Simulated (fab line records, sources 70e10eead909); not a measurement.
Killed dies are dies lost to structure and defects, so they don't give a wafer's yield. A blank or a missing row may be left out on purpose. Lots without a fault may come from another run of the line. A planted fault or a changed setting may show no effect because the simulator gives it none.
Which tool did it? | flow nand_harc | 14 lots, 42 wafers sampled, at 4 steps of a route of 1302

WHAT THE GAUGES READ, wafer by wafer
The record holds no reading of a measuring or inspecting step that can be judged against a usual standard deviation.

WHICH TOOL RAN EACH LOT (tool, then ch and the chambers of the sampled wafers, then the start)
lot  | NHARC_A_CHANNEL_HOLE_D2_STRIP_28              | NHARC_A_CHANNEL_FILL_D2_ALD_02   | NHARC_A_CHANNEL_FILL_D2_ETCHBACK_20 | NHARC_A_CHANNEL_FILL_D2_STRIP_29
L221 | rie_diel-08 ch 0,2,3, day 14 18:14 or earlier | ald_hk-04 ch 0,1,3, day 14 18:14 | rie_diel-13 ch 0,1,3, day 15 18:48  | rie_diel-13 ch 0,1,3, no start
L222 | rie_diel-07 ch 0,1,2, day 14 22:19 or earlier | ald_hk-04 ch 0,2,3, day 14 22:19 | rie_diel-13 ch 0,1,3, day 15 22:30  | rie_diel-04 ch 0,1,3, no start
L223 | rie_diel-09 ch 1,3, day 14 22:27 or earlier   | ald_hk-02 ch 0,1,2, day 14 22:27 | rie_diel-13 ch 0,1,3, day 15 22:34  | rie_diel-13 ch 0,2,3, no start
L226 | rie_diel-07 ch 1,2, day 15 16:20 or earlier   | ald_hk-04 ch 0,1,2, day 15 16:20 | rie_diel-13 ch 0,1,3, day 16 16:26  | rie_diel-04 ch 0,1,3, no start
L227 | rie_diel-07 ch 2,3, day 15 18:54 or earlier   | ald_hk-04 ch 0,1,2, day 15 18:54 | rie_diel-02 ch 2,3, day 16 16:26    | rie_diel-13 ch 0,1,3, no start
L228 | rie_diel-07 ch 0,1,2, day 16 07:04 or earlier | ald_hk-04 ch 1,2,3, day 16 07:04 | rie_diel-13 ch 0,2, day 17 07:35    | rie_diel-04 ch 0,3, no start
L232 | rie_diel-07 ch 1,3, day 18 04:34 or earlier   | ald_hk-02 ch 1,2,3, day 18 04:34 | rie_diel-02 ch 1,2,3, day 19 06:03  | rie_diel-13 ch 0,3, no start
L233 | rie_diel-09 ch 0,3, day 18 04:40 or earlier   | ald_hk-03 ch 0,3, day 18 04:40   | rie_diel-13 ch 1,3, day 19 06:03    | rie_diel-04 ch 1,2, no start
L235 | rie_diel-07 ch 1,2,3, day 19 15:28 or earlier | ald_hk-02 ch 0,1,2, day 19 15:28 | rie_diel-13 ch 0,2,3, day 20 16:01  | rie_diel-02 ch 0,2,3, no start
L238 | rie_diel-08 ch 2,3, day 20 15:54 or earlier   | ald_hk-03 ch 0,1,3, day 20 15:54 | rie_diel-02 ch 2,3, day 21 16:44    | rie_diel-04 ch 1,2,3, no start
L240 | rie_diel-08 ch 2,3, day 21 10:52 or earlier   | ald_hk-04 ch 0,2,3, day 21 10:52 | rie_diel-04 ch 0,2, day 22 13:00    | rie_diel-13 ch 0,2,3, no start
L241 | rie_diel-07 ch 0,2, day 21 13:48 or earlier   | ald_hk-03 ch 0,2, day 21 13:48   | rie_diel-04 ch 0,2, day 22 13:04    | rie_diel-13 ch 0,1,2, no start
L242 | rie_diel-09 ch 0,3, day 22 13:28 or earlier   | ald_hk-04 ch 1,3, day 22 13:28   | rie_diel-13 ch 1,2,3, day 23 16:52  | rie_diel-04 ch 0,1,3, no start
L244 | rie_diel-07 ch 0,1,2, day 23 04:56 or earlier | ald_hk-03 ch 1,3, day 23 04:56   | rie_diel-13 ch 1,2, day 24 04:44    | rie_diel-04 ch 0,3, no start
- NHARC_A_CHANNEL_HOLE_D2_STRIP_28: strips in O2.
- NHARC_A_CHANNEL_FILL_D2_ALD_02: deposits SiO2, target thk 6 nm, pulse time 10 s, ald cycles 60.
- NHARC_A_CHANNEL_FILL_D2_ETCHBACK_20: etches the open film in C4F8/O2/Ar, target depth 27 nm, time 13.5 s.
- NHARC_A_CHANNEL_FILL_D2_STRIP_29: strips in O2, time 20 s.

WHAT THE TOOLS THEMSELVES READ (means of the sampled wafers that have a number; where no wafer has one, the mark that the record gives instead)
NHARC_A_CHANNEL_HOLE_D2_STRIP_28. Usual: chamber_pressure_mTorr 60.00 mTorr, standard deviation 0.055; drypump_motor_current_A 5.6 A, standard deviation 0.59; oes_product_au 1.000 a.u., standard deviation 0.0077; rf_vpp_V 58.1 V, standard deviation 0.84; showerhead_plenum_p_Torr 3.63 Torr, standard deviation 0.12; throttle_valve_pct 17.036 %, standard deviation 0.0093.
lot  | tool        | chamber_pressure_mTorr (mTorr) | drypump_motor_current_A (A) | oes_product_au (a.u.) | rf_vpp_V (V) | showerhead_plenum_p_Torr (Torr) | throttle_valve_pct (%) | flag
L221 | rie_diel-08 | 59.97                          | 5.6                         | 1.007                 | 57.5         | 3.41                            | 17.039                 |
L222 | rie_diel-07 | 59.96                          | 5.6                         | 1.002                 | 58.7         | 3.68                            | 17.041                 |
L223 | rie_diel-09 | 59.99                          | 5.4                         | 1.004                 | 58.2         | 3.74                            | 17.030                 |
L226 | rie_diel-07 | 60.00                          | 5.2                         | 1.000                 | 58.1         | 3.70                            | 17.026                 |
L227 | rie_diel-07 | 60.02                          | 5.2                         | 0.997                 | 57.4         | 3.65                            | 17.034                 |
L228 | rie_diel-07 | 60.00                          | 5.6                         | 1.010                 | 58.6         | 3.68                            | 17.036                 |
L232 | rie_diel-07 | 60.00                          | 6.4                         | 1.001                 | 58.1         | 3.69                            | 17.035                 |
L233 | rie_diel-09 | 60.03                          | 5.7                         | 1.003                 | 58.0         | 3.65                            | 17.033                 |
L235 | rie_diel-07 | 59.97                          | 5.8                         | 0.999                 | 58.2         | 3.67                            | 17.045                 |
L238 | rie_diel-08 | 59.99                          | 5.5                         | 1.005                 | 57.9         | 3.40                            | 17.039                 |
L240 | rie_diel-08 | 59.97                          | 5.5                         | 1.008                 | 58.1         | 3.40                            | 17.038                 |
L241 | rie_diel-07 | 60.00                          | 5.0                         | 0.997                 | 58.4         | 3.65                            | 17.038                 |
L242 | rie_diel-09 | 60.02                          | 5.7                         | 0.992                 | 58.1         | 3.65                            | 17.036                 |
L244 | rie_diel-07 | 59.98                          | 5.6                         | 0.995                 | 58.5         | 3.67                            | 17.033                 |

NHARC_A_CHANNEL_FILL_D2_ALD_02. Usual: heater_power_outer_w 265 W, standard deviation 30; heater_power_w 480 W, standard deviation 61; precursor_pulse_height_rel 1.002, standard deviation 0.019.
lot  | tool      | heater_power_outer_w (W) | heater_power_w (W) | precursor_pulse_height_rel | flag
L221 | ald_hk-04 | 244                      | 432                | 1.006                      |
L222 | ald_hk-04 | 255                      | 475                | 0.990                      |
L223 | ald_hk-02 | 255                      | 468                | 1.014                      |
L226 | ald_hk-04 | 241                      | 429                | 0.996                      |
L227 | ald_hk-04 | 239                      | 426                | 1.007                      |
L228 | ald_hk-04 | 243                      | 451                | 1.004                      |
L232 | ald_hk-02 | -                        | -                  | -                          | OFF
L233 | ald_hk-03 | -                        | -                  | -                          | OFF
L235 | ald_hk-02 | 275                      | 492                | 1.001                      |
L238 | ald_hk-03 | 260                      | 473                | 0.995                      |
L240 | ald_hk-04 | 255                      | 462                | 0.990                      |
L241 | ald_hk-03 | 279                      | 499                | 0.998                      |
L242 | ald_hk-04 | 249                      | 454                | 0.997                      |
L244 | ald_hk-03 | 272                      | 503                | 1.007                      |

NHARC_A_CHANNEL_FILL_D2_ETCHBACK_20. Usual: chamber_pressure_mTorr 25.002 mTorr, standard deviation 0.024; oes_product_au 0.986 a.u., standard deviation 0.023; rf_vpp_V 978 V, standard deviation 6.
lot  | tool        | chamber_pressure_mTorr (mTorr) | oes_product_au (a.u.) | rf_vpp_V (V) | flag
L221 | rie_diel-13 | 25.006                         | 0.998                 | 979          |
L222 | rie_diel-13 | 24.987                         | 0.993                 | 979          |
L223 | rie_diel-13 | 24.999                         | 1.007                 | 980          |
L226 | rie_diel-13 | 25.012                         | 0.941                 | 980          |
L227 | rie_diel-02 | 24.995                         | 0.972                 | 975          |
L228 | rie_diel-13 | 25.019                         | 0.999                 | 979          |
L232 | rie_diel-02 | 25.017                         | 0.999                 | 977          |
L233 | rie_diel-13 | 25.022                         | 0.999                 | 977          |
L235 | rie_diel-13 | 24.996                         | 1.001                 | 976          |
L238 | rie_diel-02 | 25.005                         | 1.001                 | 972          |
L240 | rie_diel-04 | 24.988                         | 0.962                 | 970          |
L241 | rie_diel-04 | 25.001                         | 0.970                 | 970          |
L242 | rie_diel-13 | 25.012                         | 1.006                 | 980          |
L244 | rie_diel-13 | 25.002                         | 0.996                 | 981          |

NHARC_A_CHANNEL_FILL_D2_STRIP_29. Usual: chamber_pressure_mTorr 60.00 mTorr, standard deviation 0.059; drypump_motor_current_A 5.7 A, standard deviation 0.59; oes_product_au 1.002 a.u., standard deviation 0.0072; rf_vpp_V 57.7 V, standard deviation 0.88; showerhead_plenum_p_Torr 3.51 Torr, standard deviation 0.15; throttle_valve_pct 17.035 %, standard deviation 0.0083.
lot  | tool        | chamber_pressure_mTorr (mTorr) | drypump_motor_current_A (A) | oes_product_au (a.u.) | rf_vpp_V (V) | showerhead_plenum_p_Torr (Torr) | throttle_valve_pct (%) | flag
L221 | rie_diel-13 | 60.05                          | 5.9                         | 0.992                 | 58.1         | 3.57                            | 17.030                 |
L222 | rie_diel-04 | 59.99                          | 5.9                         | 1.003                 | 57.8         | 3.50                            | 17.030                 |
L223 | rie_diel-13 | 59.99                          | 5.6                         | 0.992                 | 57.5         | 3.50                            | 17.040                 |
L226 | rie_diel-04 | 59.95                          | 5.9                         | 0.997                 | 58.1         | 3.50                            | 17.038                 |
L227 | rie_diel-13 | 60.04                          | 5.9                         | 1.001                 | 57.2         | 3.57                            | 17.031                 |
L228 | rie_diel-04 | 59.95                          | 5.7                         | 1.010                 | 57.4         | 3.38                            | 17.038                 |
L232 | rie_diel-13 | 60.05                          | 6.2                         | 1.002                 | 57.7         | 3.52                            | 17.026                 |
L233 | rie_diel-04 | 60.03                          | 6.3                         | 0.995                 | 57.7         | 3.62                            | 17.041                 |
L235 | rie_diel-02 | 60.04                          | 5.6                         | 1.003                 | 57.7         | 3.41                            | 17.035                 |
L238 | rie_diel-04 | 59.97                          | 6.1                         | 0.999                 | 57.7         | 3.50                            | 17.033                 |
L240 | rie_diel-13 | 60.00                          | 5.6                         | 1.003                 | 56.7         | 3.50                            | 17.031                 |
L241 | rie_diel-13 | 59.98                          | 5.6                         | 0.999                 | 58.2         | 3.61                            | 17.034                 |
L242 | rie_diel-04 | 60.05                          | 5.9                         | 0.995                 | 58.0         | 3.49                            | 17.049                 |
L244 | rie_diel-04 | 60.01                          | 5.7                         | 1.013                 | 57.4         | 3.38                            | 17.032                 |

THE ANSWER, worked out from the rows above alone
Rule: a lot is off if the mean of its wafers that have a number lies more than 3 standard deviations from the usual mean. A lot without any number at a reading at which 4 lots or more have one is off too. The other lots that the step has rows for count as sound. The gauges are gone through in route order, then the tools' own readings, and for those a lot's mean is taken as printed above. The first step at which some lot is off is used, and at that step the reading that is off furthest; a lot without a number counts as furthest.
Off: L232, L233, at NHARC_A_CHANNEL_FILL_D2_ALD_02 (heater_power_outer_w). Without a number there: L232, L233.
A tool fits if, at that step or a process step before it, it ran every lot that is off, and no sound lot after the first of them. NHARC_A_CHANNEL_HOLE_D2_STRIP_28 gives no start for some lots, so the hours and the order of its lots are those of NHARC_A_CHANNEL_FILL_D2_ALD_02. None of those tried fits.

WHAT THE SIMULATOR HAD PUT IN
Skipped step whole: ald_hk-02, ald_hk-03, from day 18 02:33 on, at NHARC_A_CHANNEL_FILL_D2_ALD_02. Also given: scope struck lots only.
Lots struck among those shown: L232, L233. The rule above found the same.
